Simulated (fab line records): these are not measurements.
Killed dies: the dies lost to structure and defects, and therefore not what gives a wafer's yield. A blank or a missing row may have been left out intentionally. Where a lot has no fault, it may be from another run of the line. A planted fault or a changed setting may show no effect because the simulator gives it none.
Chamber matching -- flow n5 finfet -- N5_MOL_CONTACT_COAG_ALD_131 on ald sin-04: 4 sister chambers
The step deposits SiO2, target thk 5 nm, pulse time 1 s, co reactant pulse time 1 s. 7 wafers are shown with their chamber, then 7 later ones without.

## WAFERS WITH THEIR CHAMBER
wafer,chamber,heater power w (W),susceptor temp C (C)
L083.1,0,71,99.94
L083.4,1,91,99.93
L085.2,2,84,99.93
L085.3,0,69,99.98
L085.4,2,83,99.81
L087.2,3,84,100.26
L087.3,1,88,99.91

## WAFERS WITHOUT THEIR CHAMBER
wafer,heater power w (W),susceptor temp C (C)
L087.6,70,99.78
L091.2,82,100.03
L091.5,83,100.15
L091.6,85,99.93
L095.1,90,100.15
L095.2,71,99.94
L095.4,69,100.04

## CHAMBER TAKEN BY EACH
wafer,from the rows above,in truth
L087.6,0,0
L091.2,can't be placed: 2 or 3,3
L091.5,3,3
L091.6,can't be placed: 2 or 1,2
L095.1,can't be placed: 1 or 3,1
L095.2,0,0
L095.4,0,0
Correct placement for 4 of the 7. Not placeable from these rows: 3 (in 3, the candidates include the true chamber). 0 placed wrongly.
How it was worked out, from the rows above alone: a wafer's distance from a chamber is the root of the sum, over the readings, of the square of ((its reading less the chamber's mean) divided by the reading's scatter). The wafer belongs to the nearest chamber; if the next one is less than 2 further off, it can't be placed. The mean given for a chamber averages the wafers shown for that chamber. The scatter: the root of (the sum of the squares of (reading less its chamber's mean) over the shown wafers, divided by (wafers less chambers)).
